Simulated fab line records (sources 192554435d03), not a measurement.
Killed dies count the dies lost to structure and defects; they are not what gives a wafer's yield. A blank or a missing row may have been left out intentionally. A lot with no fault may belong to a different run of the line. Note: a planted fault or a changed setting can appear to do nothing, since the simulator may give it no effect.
fab line records + flow n5_finfet
record
- lots=6
- wafers=16
- last_day=16
route steps=1938 shown BEOL_M2@891 BEOL_M4@1111
lots with no fault: from the same line, run without faults
start_h: hours from the record's opening day to when the first of the lot's shown wafers began + wait_h: hours from the lot's prior step to this one + " same as the row above + L1.1+2: several wafers, shown together as one row + - value missing, or start not given + * or withheld: withheld + < > ~ a bound
route shown NAME@n: names a module that has steps shown in the file, with the first one's number in the route + usual: average and standard deviation across the fault-free wafers + same: alike in all rows + chamber/n: place in a boat + sites: readings site by site + _std_site: the standard deviation of these + _edge_site: mean of outer sites minus mean of inner sites + radius_mm: for every site, how far away it sits from the centre of the wafer + mask NAME#n: copy n + behind: the most recent tool/chamber to have shaped the wafer + hold: the reason the lot was held/the length of the hold in hours/how it ended + device: whichever transistor did not switch (one of n, p or np) + end of line: the same wafers' tests at the end of the route + a step given without rows: its recipe and nothing more + killed: not the wafer's yield, but the dies lost to structure and defects at the first sort + map: shows each die of a wafer: x if killed, . if not, _ if none is there
set.NAME: the setting the step ran with; set.NAME@STEP: the setting that earlier step ran with + model.NAME: the simulator's own value behind a step, which no gauge read
a table for each step, a row for each wafer; lots at some steps of the route
services: a tool's chamber out of use, with start hour (start_h, from the record's first day; less than 0 if before it), hours out, and reason
## steps
# step N5_BEOL_M2_ETCH_41
# recipe
- chemistry=CH3F/O2
- target=SiCN
- target_depth_a=299
- taper_deg=2
- time_s=52.5
- ion_energy_ev=120
- mask_material=TiN
- pressure_mtorr=30
- source_w=395
- bias_w=75
- Ar_flow_sccm=150
- CH3F_flow_sccm=30
- O2_flow_sccm=20
# usual
- chamber_pressure_mTorr=29.993/0.027
- drypump_motor_current_A=5.9/0.5
- oes_product_au=0.81/0.081
- rf_vpp_V=297.3/1.7
- showerhead_plenum_p_Torr=1.99/0.065
- throttle_valve_pct=16.29/0.23
# same
- time_s=52.5
| lot.wafer | tool        | chamber | start_h | wait_h | chamber_pressure_mTorr | drypump_motor_current_A | oes_product_au | rf_hours_counter_h | rf_vpp_V | showerhead_plenum_p_Torr | throttle_valve_pct |
|-----------|-------------|---------|---------|--------|------------------------|-------------------------|----------------|--------------------|----------|--------------------------|--------------------|
| L511.1    | rie_diel-02 | 2       | -       | -      | 29.974                 | 6.5                     | 0.85           | 76                 | 299.0    | 2.02                     | 16.42              |
| L511.2    | "           | 3       | "       | "      | 29.980                 | 5.1                     | 0.67           | 217                | 297.0    | 1.98                     | 16.79              |
| L511.6    | "           | 2       | "       | "      | 30.025                 | 6.5                     | 0.84           | -                  | 298.3    | 2.02                     | 16.42              |
| L519.3    | rie_diel-04 | 1       | -       | -      | 29.931                 | 6.0                     | 0.95           | 7                  | 296.5    | 1.96                     | 16.14              |
| L519.5    | "           | 3       | "       | "      | 29.997                 | 6.0                     | 0.83           | -                  | 299.9    | 2.11                     | 16.16              |
| L519.6    | "           | 2       | "       | "      | 29.975                 | 5.8                     | 0.82           | -                  | 295.9    | 1.94                     | 16.33              |
| L523.1    | rie_diel-04 | 0       | -       | -      | 29.994                 | 6.5                     | 0.97           | 7                  | 297.9    | 1.97                     | 16.13              |
| L523.4    | "           | 3       | "       | "      | 29.997                 | 6.0                     | 0.83           | 77                 | 300.0    | 2.11                     | 16.19              |
| L524.1    | rie_diel-06 | 3       | -       | -      | 30.073                 | 4.9                     | 0.78           | 112                | 298.1    | 2.01                     | 16.40              |
| L524.4    | "           | 1       | "       | "      | 30.019                 | 5.7                     | 0.73           | 160                | 298.4    | 2.08                     | 16.69              |
| L530.1    | rie_diel-04 | 3       | -       | -      | 30.013                 | 6.0                     | 0.81           | 90                 | 301.0    | 2.10                     | 16.21              |
| L530.5    | "           | 1       | "       | "      | 30.035                 | 5.9                     | 0.89           | -                  | 295.6    | 1.95                     | 16.21              |
| L530.6    | "           | 2       | "       | "      | 29.989                 | 5.9                     | 0.80           | -                  | 296.8    | 1.93                     | 16.38              |
| L531.2    | rie_diel-04 | 0       | -       | -      | 29.996                 | 6.5                     | 0.91           | 23                 | 295.3    | 1.97                     | 16.13              |
| L531.5    | "           | 1       | "       | "      | 29.976                 | 6.0                     | 0.88           | -                  | 296.9    | 1.95                     | 16.20              |
| L531.6    | "           | 0       | "       | "      | 29.953                 | 6.5                     | 0.91           | -                  | 297.0    | 1.97                     | 16.15              |
# step N5_BEOL_M2_STRIP_97
# recipe
- chemistry=N2/H2
- time_s=10
- power_w=450
- temp_c=40
- pressure_mtorr=20
- rf_frequency_hz=6e+07
- bias_power_w=7
- n2_flow_sccm=200
- h2_flow_sccm=200
# usual
- chamber_pressure_mTorr=20.000/0.021
- drypump_motor_current_A=5.9/0.5
- h2_flow_sccm=200.0/0.67
- n2_flow_sccm=200.1/0.58
- oes_product_au=0.81/0.08
- rf_vpp_V=59.1/0.93
- showerhead_plenum_p_Torr=2.53/0.084
- throttle_valve_pct=23.69/0.29
# same
- time_s=10
| lot.wafer | tool        | chamber | start_h | wait_h | chamber_pressure_mTorr | drypump_motor_current_A | h2_flow_sccm | n2_flow_sccm | oes_product_au | rf_hours_counter_h | rf_vpp_V | showerhead_plenum_p_Torr | throttle_valve_pct |
|-----------|-------------|---------|---------|--------|------------------------|-------------------------|--------------|--------------|----------------|--------------------|----------|--------------------------|--------------------|
| L511.1    | rie_diel-02 | 2       | -       | -      | 20.003                 | 6.5                     | 200.4        | 200.1        | 0.85           | 76                 | 60.3     | 2.57                     | 23.75              |
| L511.2    | "           | 3       | "       | "      | 20.020                 | 5.1                     | 199.9        | 200.4        | 0.69           | 217                | 58.7     | 2.52                     | 24.35              |
| L511.6    | "           | 2       | "       | "      | 19.942                 | 6.5                     | 199.6        | 201.3        | 0.85           | -                  | 61.1     | 2.57                     | 23.75              |
| L519.3    | rie_diel-04 | 1       | -       | -      | 20.011                 | 5.9                     | 201.1        | 200.0        | 0.94           | 7                  | 57.9     | 2.49                     | 23.54              |
| L519.5    | "           | 3       | "       | "      | 20.024                 | 6.0                     | 199.6        | 199.8        | 0.84           | -                  | 59.9     | 2.69                     | 23.56              |
| L519.6    | "           | 2       | "       | "      | 19.970                 | 5.8                     | 199.6        | 200.0        | 0.82           | -                  | 57.6     | 2.46                     | 23.79              |
| L523.1    | rie_diel-04 | 0       | -       | -      | 19.988                 | 6.5                     | 200.9        | 198.7        | 0.96           | 7                  | 60.1     | 2.49                     | 23.28              |
| L523.4    | "           | 3       | "       | "      | 19.993                 | 6.1                     | 199.5        | 199.9        | 0.81           | 77                 | 60.7     | 2.68                     | 23.60              |
| L524.1    | rie_diel-06 | 3       | -       | -      | 20.003                 | 4.9                     | 200.4        | 200.4        | 0.78           | 112                | 58.7     | 2.56                     | 24.06              |
| L524.4    | "           | 1       | "       | "      | 20.022                 | 5.7                     | 199.1        | 200.0        | 0.73           | 160                | 59.9     | 2.64                     | 24.14              |
| L530.1    | rie_diel-04 | 3       | -       | -      | 20.036                 | 6.0                     | 200.2        | 200.1        | 0.80           | 90                 | 59.5     | 2.67                     | 23.60              |
| L530.5    | "           | 1       | "       | "      | 19.988                 | 6.0                     | 199.6        | 199.0        | 0.88           | -                  | 59.2     | 2.48                     | 23.58              |
| L530.6    | "           | 2       | "       | "      | 19.999                 | 5.9                     | 198.2        | 199.7        | 0.79           | -                  | 58.4     | 2.45                     | 23.81              |
| L531.2    | rie_diel-04 | 0       | -       | -      | 20.043                 | 6.5                     | 201.4        | 201.4        | 0.91           | 23                 | 58.2     | 2.48                     | 23.31              |
| L531.5    | "           | 1       | "       | "      | 20.029                 | 6.0                     | 200.3        | 199.7        | 0.89           | -                  | 59.6     | 2.48                     | 23.60              |
| L531.6    | "           | 0       | "       | "      | 19.981                 | 6.6                     | 201.2        | 200.9        | 0.92           | -                  | 58.4     | 2.48                     | 23.31              |
# step N5_BEOL_M2_OCD_MEAS_38
# usual
- trench_depth_nm=55.8/0.97
| lot.wafer | tool   | chamber | start_h | wait_h | trench_depth_nm |
|-----------|--------|---------|---------|--------|-----------------|
| L511.1    | ocd-01 | -       | 147.78  | -      | 57.2            |
| L511.2    | "      | -       | "       | "      | 54.1            |
| L511.6    | "      | -       | "       | "      | 56.5            |
| L519.3    | ocd-01 | -       | 192.69  | -      | 55.7            |
| L519.5    | "      | -       | "       | "      | 55.8            |
| L519.6    | "      | -       | "       | "      | 56.1            |
| L523.1    | ocd-02 | -       | 226.08  | -      | 58.3            |
| L523.4    | "      | -       | "       | "      | 56.6            |
| L524.1    | ocd-02 | -       | 230.26  | -      | 55.7            |
| L524.4    | "      | -       | "       | "      | 55.3            |
| L530.1    | ocd-01 | -       | 258.38  | -      | 55.9            |
| L530.5    | "      | -       | "       | "      | 56.6            |
| L530.6    | "      | -       | "       | "      | 55.9            |
| L531.2    | ocd-01 | -       | 268.82  | -      | 57.1            |
| L531.5    | "      | -       | "       | "      | 56.7            |
| L531.6    | "      | -       | "       | "      | 57.3            |
# step N5_BEOL_M2_HM_STRIP_39
# recipe
- chemistry=peroxide_tin_strip
- material=TiN
- target_depth_a=250
- temp_c=50
- time_s=158
# step N5_BEOL_M2_SRD_40
# recipe
- time_s=30
- temp_c=23
- rinse_liquid=diw
- dry=ipa_marangoni
# step N5_BEOL_M2_PRECLEAN_42
# recipe
- chemistry=residue_remover
- time_s=60
- temp_c=40
# step N5_BEOL_M2_SRD_43
# recipe
- time_s=30
- temp_c=23
- rinse_liquid=diw
- dry=ipa_marangoni
# step N5_BEOL_M2_CD_MEAS_35
# recipe
- target_cd_nm=18
- target_cd_y_nm=22.2
- polarity=opening
# usual
- cd_nm=18.00/0.26
| lot.wafer | tool      | chamber | start_h | wait_h | cd_nm |
|-----------|-----------|---------|---------|--------|-------|
| L511.1    | cd_sem-02 | -       | 147.94  | 0.0    | 17.95 |
| L511.2    | "         | -       | "       | "      | 17.80 |
| L511.6    | "         | -       | "       | "      | 18.09 |
| L519.3    | cd_sem-01 | -       | 192.84  | 0.0    | 17.82 |
| L519.5    | "         | -       | "       | "      | 18.19 |
| L519.6    | "         | -       | "       | "      | 18.26 |
| L523.1    | cd_sem-01 | -       | 226.24  | 0.0    | 17.98 |
| L523.4    | "         | -       | "       | "      | 18.27 |
| L524.1    | cd_sem-01 | -       | 230.41  | 0.0    | 17.96 |
| L524.4    | "         | -       | "       | "      | 18.04 |
| L530.1    | cd_sem-02 | -       | 258.54  | 0.0    | 18.25 |
| L530.5    | "         | -       | "       | "      | 18.13 |
| L530.6    | "         | -       | "       | "      | 18.20 |
| L531.2    | cd_sem-03 | -       | 268.98  | 0.0    | 17.62 |
| L531.5    | "         | -       | "       | "      | 18.28 |
| L531.6    | "         | -       | "       | "      | 18.19 |
# step N5_BEOL_M2_DEGAS_44
# recipe
- ambient=vacuum
- temp_c=250
- time_s=60
# step N5_BEOL_M2_PRE_CLEAN_45
# recipe
- gas=H2/He
- time_s=30
- temp_c=250
# usual
- heater_power_w=343/34
# same
- time_s=30
| lot.wafer | tool           | chamber | start_h | wait_h | heater_power_w |
|-----------|----------------|---------|---------|--------|----------------|
| L511.1    | pvd_sputter-02 | -       | 148.32  | 0.0    | 301            |
| L511.2    | "              | -       | "       | "      | 383            |
| L511.6    | "              | -       | "       | "      | 379            |
| L519.3    | pvd_sputter-01 | -       | 193.02  | 0.0    | 367            |
| L519.5    | "              | -       | "       | "      | 327            |
| L519.6    | "              | -       | "       | "      | 370            |
| L523.1    | pvd_sputter-02 | -       | 226.69  | 0.0    | 362            |
| L523.4    | "              | -       | "       | "      | 396            |
| L524.1    | pvd_sputter-02 | -       | 230.89  | 0.0    | 304            |
| L524.4    | "              | -       | "       | "      | 321            |
| L530.1    | pvd_sputter-02 | -       | 258.96  | 0.0    | 304            |
| L530.5    | "              | -       | "       | "      | 353            |
| L530.6    | "              | -       | "       | "      | 383            |
| L531.2    | pvd_sputter-03 | -       | 269.23  | 0.0    | 351            |
| L531.5    | "              | -       | "       | "      | 356            |
| L531.6    | "              | -       | "       | "      | 379            |
# step N5_BEOL_M2_ALD_84
# recipe
- material=TaN
- target_thk_a=*
- temp_c=275
- ald_precursor_family=PDMAT
- ald_co_reactant=NH3
- pressure_torr=3
- carrier_flow_sccm=1500
- pulse_time_s=2
- purge_time_s=3
- co_reactant_purge_time_s=2
- co_reactant_pulse_time_s=3
- ald_cycles=30
- precursor_vessel_temp_c=75
- precursor_vessel_pressure_torr=26.25
- precursor_vessel_carrier_sccm=1000
# step N5_BEOL_M2_SURFACE_TREAT_85
# recipe
- gas=Ar
- time_s=*
- ion_energy_ev=*
- ion_current_ma_cm2=0.5
- pressure_mtorr=*
- ar_flow_sccm=30
# usual
- pressure_mtorr=*
- throttle_valve_pct=*
# same
- time_s=*
| lot.wafer | tool           | chamber | start_h | wait_h | pressure_mtorr | throttle_valve_pct |
|-----------|----------------|---------|---------|--------|----------------|--------------------|
| L511.1    | pvd_sputter-02 | -       | 148.72  | 0.2    | *              | *                  |
| L511.2    | "              | -       | "       | "      | *              | *                  |
| L511.6    | "              | -       | "       | "      | *              | *                  |
| L519.3    | pvd_sputter-03 | -       | 193.32  | 0.1    | *              | *                  |
| L519.5    | "              | -       | "       | "      | *              | *                  |
| L519.6    | "              | -       | "       | "      | *              | *                  |
| L523.1    | pvd_sputter-02 | -       | 227.09  | 0.2    | *              | *                  |
| L523.4    | "              | -       | "       | "      | *              | *                  |
| L524.1    | pvd_sputter-01 | -       | 231.20  | 0.1    | *              | *                  |
| L524.4    | "              | -       | "       | "      | *              | *                  |
| L530.1    | pvd_sputter-01 | -       | 259.35  | 0.2    | *              | *                  |
| L530.5    | "              | -       | "       | "      | *              | *                  |
| L530.6    | "              | -       | "       | "      | *              | *                  |
| L531.2    | pvd_sputter-01 | -       | 269.52  | 0.1    | *              | *                  |
| L531.5    | "              | -       | "       | "      | *              | *                  |
| L531.6    | "              | -       | "       | "      | *              | *                  |
# step N5_BEOL_M2_CVD_47
# recipe
- material=Co
- target_thk_a=30
- temp_c=withheld
- precursor=CCTBA/H2
- pressure_torr=30
- time_s=223.8
# usual
- run_length_s=247.0/0.42
| lot.wafer | tool      | chamber | start_h | wait_h | run_length_s |
|-----------|-----------|---------|---------|--------|--------------|
| L511.1    | cvd_co-02 | 0       | 148.78  | 0.0    | 246.5        |
| L511.2    | "         | 2       | "       | "      | 247.1        |
| L511.6    | "         | 1       | "       | "      | 247.1        |
| L519.3    | cvd_co-01 | 0       | 193.43  | 0.1    | 248.0        |
| L519.5    | "         | 1       | "       | "      | 247.2        |
| L519.6    | "         | 2       | "       | "      | 246.6        |
| L523.1    | cvd_co-01 | 0       | 227.15  | 0.0    | 247.3        |
| L523.4    | "         | 0       | "       | "      | 415.4        |
| L524.1    | cvd_co-01 | 2       | 231.44  | 0.2    | 247.3        |
| L524.4    | "         | 1       | "       | "      | 415.7        |
| L530.1    | cvd_co-02 | 2       | 259.46  | 0.1    | 247.1        |
| L530.5    | "         | 0       | "       | "      | 246.4        |
| L530.6    | "         | 1       | "       | "      | 246.7        |
| L531.2    | cvd_co-02 | 0       | 269.72  | 0.2    | 247.0        |
| L531.5    | "         | 0       | "       | "      | 246.7        |
| L531.6    | "         | 1       | "       | "      | 246.7        |
# step N5_BEOL_M2_SPUTTER_48
# recipe
- material=Cu
- target_thk_a=45
- temp_c=-20
- chamber_pressure_pa=0.07
- power_w=withheld
- time_s=8.29
# usual
- throttle_valve_pct=29.8/1.3
# same
- time_s=8.29
| lot.wafer | tool           | chamber | start_h | wait_h | throttle_valve_pct |
|-----------|----------------|---------|---------|--------|--------------------|
| L511.1    | pvd_sputter-03 | -       | 148.94  | 0.1    | 32.2               |
| L511.2    | "              | -       | "       | "      | 31.2               |
| L511.6    | "              | -       | "       | "      | 29.8               |
| L519.3    | pvd_sputter-02 | -       | 193.65  | 0.2    | 29.7               |
| L519.5    | "              | -       | "       | "      | 27.8               |
| L519.6    | "              | -       | "       | "      | 29.6               |
| L523.1    | pvd_sputter-02 | -       | 227.45  | 0.2    | 28.1               |
| L523.4    | "              | -       | "       | "      | 29.3               |
| L524.1    | pvd_sputter-01 | -       | 231.72  | 0.2    | 30.3               |
| L524.4    | "              | -       | "       | "      | 28.9               |
| L530.1    | pvd_sputter-02 | -       | 259.62  | 0.1    | 29.7               |
| L530.5    | "              | -       | "       | "      | 29.9               |
| L530.6    | "              | -       | "       | "      | 29.3               |
| L531.2    | pvd_sputter-01 | -       | 269.88  | 0.1    | 28.4               |
| L531.5    | "              | -       | "       | "      | 29.3               |
| L531.6    | "              | -       | "       | "      | 31.0               |
# step N5_BEOL_M4_RC_MEAS_101
# usual
- DIBL_N=36.3/1
- DIBL_P=36.2/1.4
- IOFF_N=0.157/0.021
- IOFF_P=0.206/0.025
- ION_N=673/9
- ION_P=461/6.4
- SS_N=71.5/0.5
- SS_P=73.2/0.47
- VT_N=249.9/2.4
- VT_P=-250.6/2.9
| lot.wafer | tool      | chamber | start_h | wait_h | DIBL_N[mV/V] | DIBL_P[mV/V] | IOFF_N[nA/um] | IOFF_P[nA/um] | ION_N[uA/um] | ION_P[uA/um] | SS_N[mV/dec] | SS_P[mV/dec] | VT_N[mV] | VT_P[mV] |
|-----------|-----------|---------|---------|--------|--------------|--------------|---------------|---------------|--------------|--------------|--------------|--------------|----------|----------|
| L511.1    | prober-01 | 0       | 173.24  | 0.0    | 37.1         | 36.7         | 0.159         | 0.207         | 667          | 459          | 71.2         | 73.3         | 249.3    | -251.0   |
| L511.2    | "         | 0       | "       | "      | 36.7         | 35.9         | 0.154         | 0.192         | 669          | 457          | 71.2         | 73.5         | 252.6    | -253.4   |
| L511.6    | "         | 0       | "       | "      | 35.7         | 35.5         | 0.141         | 0.186         | 680          | 465          | 70.9         | 73.5         | 251.5    | -252.5   |
| L519.3    | prober-02 | 0       | 211.57  | 0.3    | 37.2         | 37.5         | 0.185         | 0.213         | 680          | 455          | 71.5         | 73.9         | 246.9    | -251.7   |
| L519.5    | "         | 0       | "       | "      | 35.6         | 35.5         | 0.149         | 0.183         | 675          | 462          | 71.3         | 73.5         | 248.9    | -252.8   |
| L519.6    | "         | 0       | "       | "      | 35.9         | 35.8         | 0.148         | 0.178         | 672          | 452          | 71.0         | 72.6         | 251.5    | -255.5   |
| L523.1    | prober-01 | 0       | 247.18  | 0.0    | 33.5         | 32.4         | 0.125         | 0.165         | 663          | 447          | 71.0         | 73.2         | 252.8    | -254.5   |
| L523.4    | "         | 0       | "       | "      | 37.6         | 37.8         | 0.190         | 0.232         | 675          | 455          | 72.0         | 73.8         | 250.0    | -248.7   |
| L524.1    | prober-01 | 0       | 251.80  | 0.0    | 36.8         | 35.5         | 0.187         | 0.244         | 677          | 463          | 71.0         | 73.3         | 247.5    | -244.9   |
| L524.4    | "         | 0       | "       | "      | 36.8         | 36.0         | 0.185         | 0.234         | 688          | 465          | 71.7         | 73.6         | 246.7    | -245.9   |
| L530.1    | prober-01 | 0       | 287.14  | 0.7    | 35.0         | 35.7         | 0.142         | 0.211         | 672          | 465          | 71.1         | 73.6         | 251.9    | -249.7   |
| L530.5    | "         | 0       | "       | "      | 34.8         | 34.8         | 0.135         | 0.197         | 663          | 460          | 71.2         | 72.9         | 253.0    | -250.3   |
| L530.6    | "         | 0       | "       | "      | 34.8         | 35.1         | 0.132         | 0.201         | 666          | 462          | 71.5         | 73.0         | 251.2    | -251.1   |
| L531.2    | prober-01 | 0       | 289.31  | 0.2    | 37.5         | 36.1         | 0.166         | 0.236         | 683          | 470          | 72.1         | 72.6         | 248.3    | -246.5   |
| L531.5    | "         | 0       | "       | "      | 37.4         | 35.7         | 0.164         | 0.234         | 678          | 463          | 71.5         | 73.8         | 250.8    | -245.9   |
| L531.6    | "         | 0       | "       | "      | 36.6         | 35.1         | 0.152         | 0.210         | 675          | 463          | 70.4         | 73.3         | 249.1    | -250.4   |
## services
| tool           | chamber | start_h | hours | kind                          |
|----------------|---------|---------|-------|-------------------------------|
| pvd_sputter-02 | -       | 125.20  | 3.7   | repair                        |
| cvd_co-02      | 0       | 128.78  | 10.8  | repair                        |
| rie_diel-04    | 1       | 151.30  | -     | clean                         |
| rie_diel-04    | 1       | 151.30  | -     | consumable_replace:focus_ring |
| rie_diel-04    | 1       | 151.30  | 20.6  | scheduled_down                |
| rie_diel-04    | 1       | 151.30  | 20.6  | vent_cycle                    |
| rie_diel-06    | 2       | 154.30  | 2.7   | repair                        |
| cvd_co-02      | 2       | 164.82  | 8.4   | repair                        |
| rie_diel-02    | -       | 187.98  | 14.6  | pm                            |
| rie_diel-04    | 0       | 191.11  | -     | clean                         |
| rie_diel-04    | 0       | 191.11  | -     | consumable_replace:focus_ring |
| rie_diel-04    | 0       | 191.11  | 17.0  | scheduled_down                |
| rie_diel-04    | 0       | 191.11  | 17.0  | vent_cycle                    |
| rie_diel-04    | 1       | 209.25  | 5.5   | repair                        |
| rie_diel-04    | 0       | 234.06  | 1.5   | repair                        |
| cvd_co-01      | 0       | 240.44  | 2.5   | repair                        |
| rie_diel-02    | 3       | 252.44  | -     | clean                         |
| rie_diel-02    | 3       | 252.44  | -     | consumable_replace:focus_ring |
| rie_diel-02    | 3       | 252.44  | 23.4  | scheduled_down                |
| rie_diel-02    | 3       | 252.44  | 23.4  | vent_cycle                    |
## key
first_sign
- step=N5_BEOL_M2_CVD_47
- reading=run_length_s
- direction=up
- sigmas=99+
- usual=*
- struck=*
effect none on later readings
met_at N5_BEOL_M2_CVD_47
struck_wafers L523.4,L524.4
onset_between 193.43 227.15
fault
- kind=process_parameter_drift
- tool=cvd_co-01
- chamber=-
- onset_h=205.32
- steps=N5_BEOL_M2_CVD_47
- channel=time_s
- offset=*
- shape=step
- end_h=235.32
- scope=struck_wafers_only
- acts_in=*
- stated=*
